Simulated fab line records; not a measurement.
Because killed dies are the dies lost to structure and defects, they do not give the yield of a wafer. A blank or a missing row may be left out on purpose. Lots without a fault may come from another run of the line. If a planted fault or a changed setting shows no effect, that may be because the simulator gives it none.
Shared-tool check + flow nand_harc + 6 wafers sampled across 2 lots

== WHAT PROMPTED THE OPENING ==
Flagged at NHARC_END_SORT_01: reading killed_dies, on 2 of 2 lots. Wafers without a fault read 57, standard deviation 16.
Rule: a lot is flagged in two cases, either no wafer of it has a number, or all its wafers with numbers fall more than 4 standard deviations from that mean. The other lots count as sound.

| lot  | measured     | on        | killed_dies, wafer by wafer | flag    |
|------|--------------|-----------|-----------------------------|---------|
| L747 | day 27 23:05 | prober-01 | 677 677 677                 | FLAGGED |
| L749 | day 28 06:49 | prober-02 | 677 677 677                 | FLAGGED |
On average the flagged lots' numbers are 677, which is +620 against the usual, or +39 standard deviations.

== LOT BY LOT: THE TOOL USED ==
The record holds 2 process steps before the reading, out of a route of 1302 steps. In each cell: the tool, then ch and the chambers that the sampled wafers went through, then the start.
| lot  | flag    | NHARC_A_SLIT_ETCH_15             | NHARC_A_SLIT_ETCH_29               |
|------|---------|----------------------------------|------------------------------------|
| L747 | FLAGGED | rie_diel-08 ch 2,3, day 23 05:31 | rie_diel-08 ch 1,2, day 23 13:13   |
| L749 | FLAGGED | rie_diel-01 ch 0,3, day 23 13:24 | rie_diel-01 ch 1,2,3, day 23 19:01 |
What is done by these steps:
- NHARC_A_SLIT_ETCH_15: etches the open film in O2/COS, target depth 6200 nm, time 1612 s.
- NHARC_A_SLIT_ETCH_29: etches the open film in CF4/O2, target depth 100 nm, overetch 10 nm, time 55 s.
- NHARC_END_SORT_01

== FLAGGED AGAINST TOTAL, ONE TOOL AT A TIME (gauges that did the reading follow at the end) ==
| step                 | tool        | lots run | flagged | share of the flagged lots | sound lots run after its first flagged lot |
|----------------------|-------------|----------|---------|---------------------------|--------------------------------------------|
| NHARC_A_SLIT_ETCH_15 | rie_diel-01 | 1        | 1       | some                      | 0                                          |
| NHARC_A_SLIT_ETCH_15 | rie_diel-08 | 1        | 1       | some                      | 0                                          |
| NHARC_A_SLIT_ETCH_29 | rie_diel-01 | 1        | 1       | some                      | 0                                          |
| NHARC_A_SLIT_ETCH_29 | rie_diel-08 | 1        | 1       | some                      | 0                                          |
| NHARC_END_SORT_01    | prober-01   | 1        | 1       | some                      | 0                                          |
| NHARC_END_SORT_01    | prober-02   | 1        | 1       | some                      | 0                                          |

== THE TABLE: WHAT IT ALLOWS ==
No row of the table ran every flagged lot.

== WHAT THE SIMULATOR HAD PUT IN ==
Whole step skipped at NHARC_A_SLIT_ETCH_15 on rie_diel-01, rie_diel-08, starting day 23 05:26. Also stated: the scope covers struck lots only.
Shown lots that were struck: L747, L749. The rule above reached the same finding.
